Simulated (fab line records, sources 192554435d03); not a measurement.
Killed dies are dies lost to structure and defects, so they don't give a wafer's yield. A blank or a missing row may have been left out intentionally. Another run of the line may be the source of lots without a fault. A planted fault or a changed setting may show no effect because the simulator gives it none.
Matching of chambers | flow n5 finfet | rie diel-04 running N5_BEOL_M7_STRIP_36: 4 sister chambers
The step strips in N2/H2. 22 wafers are shown with their chamber, then 11 later ones without.

WAFERS PAIRED WITH THEIR CHAMBERS
wafer  | chamber | showerhead plenum p Torr (Torr) | drypump motor current A (A) | throttle valve pct (%)
L077.1 | 2       | 2.49                            | 6.2                         | 23.13
L077.2 | 1       | 2.60                            | 6.3                         | 23.66
L077.5 | 2       | 2.49                            | 6.2                         | 23.15
L076.2 | 2       | 2.49                            | 6.2                         | 23.12
L076.3 | 3       | 2.61                            | 5.9                         | 23.57
L076.5 | 3       | 2.61                            | 5.9                         | 23.61
L080.2 | 0       | 2.61                            | 5.6                         | 23.47
L080.5 | 1       | 2.59                            | 6.3                         | 23.68
L080.6 | 2       | 2.48                            | 6.2                         | 23.16
L082.1 | 2       | 2.48                            | 6.2                         | 23.14
L082.3 | 1       | 2.59                            | 6.3                         | 23.66
L082.5 | 2       | 2.48                            | 6.2                         | 23.15
L085.1 | 0       | 2.61                            | 5.6                         | 23.52
L085.2 | 2       | 2.48                            | 6.2                         | 23.17
L085.6 | 2       | 2.48                            | 6.2                         | 23.15
L087.3 | 0       | 2.61                            | 5.7                         | 23.51
L087.4 | 1       | 2.59                            | 6.2                         | 23.65
L087.5 | 2       | 2.48                            | 6.2                         | 23.16
L086.3 | 2       | 2.48                            | 6.2                         | 23.18
L086.4 | 3       | 2.60                            | 5.9                         | 23.64
L086.5 | 2       | 2.48                            | 6.2                         | 23.17
L090.3 | 1       | 2.59                            | 6.3                         | 23.33

SIGNATURES, as means of the wafers listed above
reading                  | chamber 0 | chamber 1 | chamber 2 | chamber 3 | scatter within a chamber
showerhead plenum p Torr | 2.6100    | 2.5920    | 2.4827    | 2.6067    | 0.0045
drypump motor current A  | 5.633     | 6.280     | 6.200     | 5.900     | 0.0285
throttle valve pct       | 23.5000   | 23.5960   | 23.1527   | 23.6067   | 0.073
Rule: for a wafer and a chamber, the distance is found by dividing, reading by reading, the gap between the wafer's reading and the chamber's mean by the reading's scatter, squaring, summing and taking the root. If the next closest chamber is less than 2 further off than the closest, the wafer can't be placed; otherwise it belongs to the closest. The scatter: the root of (the sum of the squares of (reading less its chamber's mean) over the shown wafers, divided by (wafers less chambers)).

WAFERS WITH NO CHAMBER GIVEN
wafer  | showerhead plenum p Torr (Torr) | drypump motor current A (A) | throttle valve pct (%)
L090.4 | 2.60                            | 5.7                         | 23.53
L090.5 | 2.60                            | 5.6                         | 23.55
L091.1 | 2.58                            | 6.2                         | 23.36
L091.2 | 2.60                            | 5.6                         | 23.54
L091.3 | 2.59                            | 5.9                         | 23.63
L097.2 | 2.59                            | 5.9                         | 23.63
L097.4 | 2.58                            | 6.3                         | 23.35
L097.5 | 2.60                            | 5.7                         | 23.55
L095.2 | 2.47                            | 6.2                         | 23.21
L095.3 | 2.59                            | 5.9                         | 23.67
L095.4 | 2.60                            | 5.6                         | 23.55

EACH ONE'S CHAMBER
wafer  | from the rows above | in truth
L090.4 | 0                   | 0
L090.5 | 0                   | 0
L091.1 | 1                   | 1
L091.2 | 0                   | 0
L091.3 | 3                   | 3
L097.2 | 3                   | 3
L097.4 | 1                   | 1
L097.5 | 0                   | 0
L095.2 | 2                   | 2
L095.3 | 3                   | 3
L095.4 | 0                   | 0
Correctly placed: 11 of 11. From these rows, 0 cannot be placed. Number placed wrongly: 0.
